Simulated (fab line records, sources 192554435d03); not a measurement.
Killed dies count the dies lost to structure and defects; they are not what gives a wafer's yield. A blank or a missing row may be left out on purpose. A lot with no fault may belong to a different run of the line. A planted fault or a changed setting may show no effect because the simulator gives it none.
Which tool is to blame?	flow n5 finfet	8 lots, 24 wafers sampled, at 7 steps of a route of 1938

WHAT THE GAUGES READ, wafer by wafer
N5_BEOL_M4_RC_MEAS_101. Usual: DIBL_N 37.3 mV/V, standard deviation 2.3; DIBL_P 37.4 mV/V, standard deviation 2.9; IOFF_N 0.18 nA/um, standard deviation 0.045; IOFF_P 0.25 nA/um, standard deviation 0.054; ION_N 679 uA/um, standard deviation 15; ION_P 468 uA/um, standard deviation 9.7; SS_N 71.8 mV/dec, standard deviation 0.62; SS_P 73.6 mV/dec, standard deviation 0.76; VT_N 248 mV, standard deviation 4.1; VT_P -248 mV, standard deviation 3.6.
lot	measured	on	DIBL_N (mV/V)	DIBL_P (mV/V)	IOFF_N (nA/um)	IOFF_P (nA/um)	ION_N (uA/um)	ION_P (uA/um)	SS_N (mV/dec)	SS_P (mV/dec)	VT_N (mV)	VT_P (mV)	flag
L381	day 8 21:13	prober-01	37.0 32.8 34.7	38.6 32.4 35.2	0.17 0.09 0.12	0.24 0.14 0.18	697 651 666	480 450 459	71.6 71.4 71.6	72.8 71.4 72.1	247 259 253	-249 -254 -249	
L382	day 8 22:00	prober-01	36.8 38.7 37.2	36.0 38.6 37.3	0.17 0.21 0.18	0.23 0.28 0.26	683 687 692	464 473 480	71.3 72.1 71.9	73.0 74.0 74.4	251 247 248	-249 -245 -245	
L385	day 9 07:28	prober-01	35.1 37.2 37.0	35.3 38.0 37.3	0.15 0.19 0.19	0.22 0.27 0.26	687 687 687	473 472 470	71.1 72.2 71.5	73.1 73.1 73.8	246 245 245	-248 -245 -247	
L386	day 10 00:09	prober-02	40.4 38.3 38.9	39.5 36.6 38.0	0.25 0.18 0.20	0.31 0.26 0.27	708 667 701	483 464 481	72.6 71.1 72.2	74.4 73.6 73.5	242 246 245	-243 -245 -245	
L387	day 10 02:01	prober-02	39.1 38.3 41.6	39.9 37.7 44.0	0.21 0.19 0.27	0.28 0.24 0.34	685 680 706	467 461 480	71.8 71.5 73.0	74.1 72.9 75.6	245 248 244	-247 -249 -245	
L397	day 12 10:40	prober-02	39.6 41.1 36.8	38.4 40.5 33.9	0.19 0.23 0.14	0.25 0.32 0.17	683 682 653	464 467 449	71.9 73.4 71.7	74.1 74.8 72.3	248 246 255	-251 -244 -253	
L400	day 13 12:40	prober-01	38.2 38.9 34.8	37.6 41.0 34.9	0.17 0.22 0.12	0.22 0.31 0.19	663 688 654	455 470 460	72.4 72.6 71.5	73.6 74.6 73.9	254 244 257	-252 -246 -251	
L401	day 13 13:46	prober-02	38.2 37.2 34.7	36.8 36.0 33.0	0.19 0.18 0.13	0.30 0.26 0.21	680 681 675	476 468 472	71.5 71.3 71.0	73.7 73.0 72.6	246 246 251	-242 -246 -248	

N5_BEOL_M6_OCD_MEAS_38. Usual: 94.1 nm for trench depth nm, sd 2.2.
lot	measured	on	trench depth nm (nm)	flag
L381	day 9 13:42	ocd-02	96.8 93.0 97.2	
L382	day 9 17:24	ocd-02	93.3 93.1 93.0	
L385	day 10 00:21	ocd-02	96.6 90.5 90.0	
L386	day 10 15:31	ocd-02	97.7 97.9 91.1	
L387	day 10 20:55	ocd-02	92.2 93.9 91.7	
L397	day 13 05:56	ocd-02	96.3 96.6 92.5	
L400	day 14 06:55	ocd-02	96.4 96.3 96.6	
L401	day 14 06:57	ocd-01	96.5 94.0 95.5	

N5_BEOL_M6_THK_MEAS_53: measures by xrf. Usual: for M6_THK the level is 80.4 nm and the standard deviation is 2.6.
lot	measured	on	M6_THK (nm)	flag
L381	day 9 16:33	film metro-02	82.1 81.0 80.9	
L382	day 9 19:40	film metro-02	78.6 78.4 78.5	
L385	day 10 02:33	film metro-02	85.4 78.5 77.5	
L386	day 10 18:15	film metro-02	84.5 85.8 78.7	
L387	day 10 23:10	film metro-01	78.7 78.5 78.1	
L397	day 13 08:26	film metro-02	181.9 188.8 186.0	OFF
L400	day 14 09:30	film metro-01	200.1 195.0 190.8	OFF
L401	day 14 09:20	film metro-01	83.1 78.6 81.9	

N5_BEOL_M6_INSPECT_58: inspects for defects (darkfield). Usual: 79 for raw defect count, sd 22.
lot	measured	on	raw defect count	flag
L381	day 9 16:42	defect inspect-02	50 54 43	
L382	day 9 19:51	defect inspect-02	54 60 80	
L385	day 10 02:44	defect inspect-01	83 63 67	
L386	day 10 18:25	defect inspect-02	59 95 88	
L387	day 10 23:19	defect inspect-02	81 67 77	
L397	day 13 08:37	defect inspect-02	1351 1366 1362	OFF
L400	day 14 09:39	defect inspect-01	1387 1440 1364	OFF
L401	day 14 09:29	defect inspect-02	82 94 109	

TOOL THAT RAN EACH LOT (tool first, then ch and the chambers of the sampled wafers, then the start)
lot	N5_BEOL_M6_STRIP_80	N5_BEOL_M6_CURE_75	N5_BEOL_M6_CMP_52
L381	rie diel-04 ch 0,3, day 9 13:42 or earlier	uv cure-01 ch 0, day 9 14:04	cmp-02 ch 0,1, day 9 16:17
L382	rie diel-02 ch 0,1, day 9 17:24 or earlier	uv cure-02 ch 2, day 9 17:35	cmp-03 ch 0,1, day 9 19:22
L385	rie diel-06 ch 0,2, day 10 00:21 or earlier	uv cure-02 ch 1, day 10 00:35	cmp-01 ch 0,1, day 10 02:18
L386	rie diel-04 ch 1,2,3, day 10 15:31 or earlier	uv cure-03 ch 0, day 10 15:58	cmp-01 ch 0,2,3, day 10 18:02
L387	rie diel-02 ch 1,2, day 10 20:55 or earlier	uv cure-01 ch 1, day 10 21:10	cmp-02 ch 0,2,3, day 10 22:55
L397	rie diel-02 ch 0,1,3, day 13 05:56 or earlier	uv cure-03 ch 0, day 13 06:14	cmp-02 ch 0,1,3, day 13 08:08
L400	rie diel-02 ch 0,3, day 14 06:55 or earlier	uv cure-01 ch 0, day 14 07:12	cmp-02 ch 1,2,3, day 14 09:12
L401	rie diel-04 ch 0,3, day 14 06:57 or earlier	uv cure-02 ch 2, day 14 07:21	cmp-01 ch 1,3, day 14 09:02
- N5_BEOL_M6_STRIP_80: strips in N2/H2, time 10 s.
- N5_BEOL_M6_CURE_75: cures SiCOH lowk, time 120 s.
- N5_BEOL_M6_CMP_52: polishes, stops on SiCOH lowk, t overpolish 6.9 s, target thk 80 nm.

WHAT THE TOOLS THEMSELVES READ (means of the sampled wafers that have a number; where no wafer has one, the mark that the record gives instead)
N5_BEOL_M6_STRIP_80. Usual: drypump motor current A 5.6 A, standard deviation 0.4; h2 flow sccm 199.9 sccm, standard deviation 0.56; oes product au 0.79 a.u., standard deviation 0.089; rf vpp V 59.0 V, standard deviation 0.84; showerhead plenum p Torr 2.50 Torr, standard deviation 0.079; throttle valve pct 23.7 %, standard deviation 0.47.
lot	tool	drypump motor current A (A)	h2 flow sccm (sccm)	oes product au (a.u.)	rf vpp V (V)	showerhead plenum p Torr (Torr)	throttle valve pct (%)	flag
L381	rie diel-04	5.7	199.6	0.76	58.7	2.47	23.2	
L382	rie diel-02	5.8	200.2	0.71	58.4	2.47	23.2	
L385	rie diel-06	5.5	199.6	0.80	58.7	2.54	24.0	
L386	rie diel-04	5.6	200.0	0.74	59.2	2.44	23.6	
L387	rie diel-02	5.1	200.4	0.72	58.7	2.55	23.5	
L397	rie diel-02	5.6	200.0	0.83	59.7	2.49	23.6	
L400	rie diel-02	5.4	199.6	0.84	58.8	2.52	23.9	
L401	rie diel-04	5.9	199.5	0.89	58.9	2.54	23.3	

N5_BEOL_M6_CURE_75. Usual: lamp power pct 52.31 %, standard deviation 0.053; wafer_temp_C_max 371.6, standard deviation 0.62.
lot	tool	lamp power pct (%)	wafer_temp_C_max	flag
L381	uv cure-01	52.31	371.2	
L382	uv cure-02	52.31	370.8	
L385	uv cure-02	52.35	372.3	
L386	uv cure-03	52.29	372.1	
L387	uv cure-01	52.26	372.3	
L397	uv cure-03	52.27	371.9	
L400	uv cure-01	52.33	371.5	
L401	uv cure-02	52.32	370.8	

N5_BEOL_M6_CMP_52. Usual: barrier field endpoint s 29.2 s, standard deviation 0.84; motor current A 6.2 A, standard deviation 0.38; overpolish run s 6.899 s, standard deviation 0.009; retaining ring pressure frac 0.999, standard deviation 0.0042; slurry filter dp kPa 13.49 kPa, standard deviation 0.14; time to endpoint s 64 s, standard deviation 3.2.
lot	tool	barrier field endpoint s (s)	motor current A (A)	overpolish run s (s)	retaining ring pressure frac	slurry filter dp kPa (kPa)	time to endpoint s (s)	flag
L381	cmp-02	27.9	6.5	6.900	0.999	13.33	58	
L382	cmp-03	30.3	6.2	6.898	0.997	13.54	65	
L385	cmp-01	29.5	6.2	6.898	0.999	13.46	64	
L386	cmp-01	30.7	5.9	6.895	0.999	13.52	69	
L387	cmp-02	28.3	6.1	6.905	0.997	13.58	61	
L397	cmp-02	46.8	6.4	0.043	0.997	13.44	81	OFF
L400	cmp-02	46.7	6.2	0.040	1.000	13.39	81	OFF
L401	cmp-01	28.6	6.0	6.902	0.997	13.59	61	

THE ANSWER, worked out from the rows above alone
Rule: a lot is off if the mean of its wafers that have a number lies more than 3 standard deviations from the usual mean. Also off: a lot with no number at a reading for which 4 or more lots have one. Any other lot the step has rows for is counted as sound. After the gauges, taken in route order, come the tools' own readings; for these a lot's mean is taken, as printed above. At the first step where some lot is off, the reading lying furthest off is the one used; lots without a number count as furthest.
Off: L397, L400, at N5_BEOL_M6_THK_MEAS_53 (M6_THK).
If a tool, at a process step before that reading, ran all the lots that are off and no sound lot after the first of them, it fits. Not tried: the gauges at N5_BEOL_M6_THK_MEAS_53; whatever is off there is also off at N5_BEOL_M6_INSPECT_58, on other tools, and gauge error can't account for it. With no start given for some of its lots, N5_BEOL_M6_STRIP_80 uses the hours and lot order of N5_BEOL_M6_OCD_MEAS_38. Undecided on this evidence; 2 tools fit (rie diel-02 at N5_BEOL_M6_STRIP_80, cmp-02 at N5_BEOL_M6_CMP_52).

WHAT THE SIMULATOR PUT IN
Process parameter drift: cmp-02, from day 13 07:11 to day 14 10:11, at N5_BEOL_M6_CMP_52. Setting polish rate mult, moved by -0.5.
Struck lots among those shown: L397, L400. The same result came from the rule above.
